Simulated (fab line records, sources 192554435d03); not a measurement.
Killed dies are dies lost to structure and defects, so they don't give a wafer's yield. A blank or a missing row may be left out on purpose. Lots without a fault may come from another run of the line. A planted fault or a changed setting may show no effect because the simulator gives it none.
Chamber matching | flow n5_finfet | N5_BEOL_M12_DESCUM_15 on rie_diel-04: 4 sister chambers
The step chemistry O2, time 7.9 s. 24 wafers are shown with their chamber, then 12 later ones without.

WAFERS WITH THEIR CHAMBER
wafer  | chamber | throttle_valve_pct (%) | drypump_motor_current_A (A) | showerhead_plenum_p_Torr (Torr)
L076.4 | 0       | 20.55                  | 5.5                         | 2.12
L076.5 | 2       | 20.76                  | 5.6                         | 2.13
L076.6 | 3       | 20.65                  | 5.4                         | 2.12
L080.1 | 1       | 20.26                  | 4.7                         | 2.05
L080.3 | 0       | 20.59                  | 5.5                         | 2.12
L080.4 | 3       | 20.65                  | 5.4                         | 2.11
L082.2 | 0       | 20.57                  | 5.5                         | 2.12
L082.3 | 3       | 20.66                  | 5.4                         | 2.11
L082.6 | 3       | 20.65                  | 5.4                         | 2.11
L083.1 | 2       | 20.75                  | 5.7                         | 2.13
L083.2 | 3       | 20.63                  | 5.4                         | 2.11
L083.6 | 3       | 20.64                  | 5.4                         | 2.11
L084.1 | 3       | 20.66                  | 5.4                         | 2.11
L084.2 | 0       | 20.57                  | 5.5                         | 2.12
L084.4 | 1       | 20.28                  | 4.8                         | 2.05
L088.1 | 3       | 20.67                  | 5.4                         | 2.11
L088.2 | 1       | 20.29                  | 4.7                         | 2.05
L088.3 | 2       | 20.76                  | 5.6                         | 2.13
L087.3 | 0       | 20.59                  | 5.5                         | 2.11
L087.5 | 0       | 20.60                  | 5.5                         | 2.11
L087.6 | 3       | 20.67                  | 5.4                         | 2.11
L089.1 | 0       | 20.60                  | 5.5                         | 2.11
L089.4 | 1       | 20.28                  | 4.8                         | 2.04
L089.6 | 3       | 20.68                  | 5.4                         | 2.11

SIGNATURES (means of the wafers above)
reading                  | chamber 0 | chamber 1 | chamber 2 | chamber 3 | scatter within a chamber
throttle_valve_pct       | 20.5814   | 20.2775   | 20.7567   | 20.6560   | 0.0153
drypump_motor_current_A  | 5.500     | 4.750     | 5.633     | 5.400     | 0.0289
showerhead_plenum_p_Torr | 2.1157    | 2.0475    | 2.1300    | 2.1110    | 0.0041
Rule: a wafer's distance from a chamber is the root of the sum, over the readings, of the square of ((its reading less the chamber's mean) divided by the reading's scatter). The wafer belongs to the nearest chamber; if the next one is less than 2 further off, it can't be placed. The scatter: the root of (the sum of the squares of (reading less its chamber's mean) over the shown wafers, divided by (wafers less chambers)).

WAFERS WITHOUT THEIR CHAMBER
wafer  | throttle_valve_pct (%) | drypump_motor_current_A (A) | showerhead_plenum_p_Torr (Torr)
L093.1 | 20.67                  | 5.4                         | 2.11
L093.4 | 20.61                  | 5.5                         | 2.11
L093.6 | 20.61                  | 5.5                         | 2.11
L094.1 | 20.61                  | 5.4                         | 2.11
L094.2 | 20.69                  | 5.4                         | 2.10
L094.3 | 20.32                  | 4.7                         | 2.04
L097.3 | 20.63                  | 5.5                         | 2.11
L097.4 | 20.79                  | 5.6                         | 2.12
L097.6 | 20.63                  | 5.4                         | 2.10
L096.1 | 20.32                  | 4.7                         | 2.04
L096.3 | 20.70                  | 5.4                         | 2.10
L096.5 | 20.80                  | 5.6                         | 2.12

WHICH CHAMBER EACH WENT THROUGH
wafer  | from the rows above     | in truth
L093.1 | 3                       | 3
L093.4 | 0                       | 0
L093.6 | 0                       | 0
L094.1 | can't be placed: 3 or 0 | 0
L094.2 | 3                       | 3
L094.3 | 1                       | 1
L097.3 | can't be placed: 0 or 3 | 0
L097.4 | 2                       | 2
L097.6 | 3                       | 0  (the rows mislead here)
L096.1 | 1                       | 1
L096.3 | 3                       | 3
L096.5 | 2                       | 2
Placed correctly: 9 of 12. Can't be placed from these rows: 2 (the true chamber is among the candidates in 2). Placed wrongly: 1.
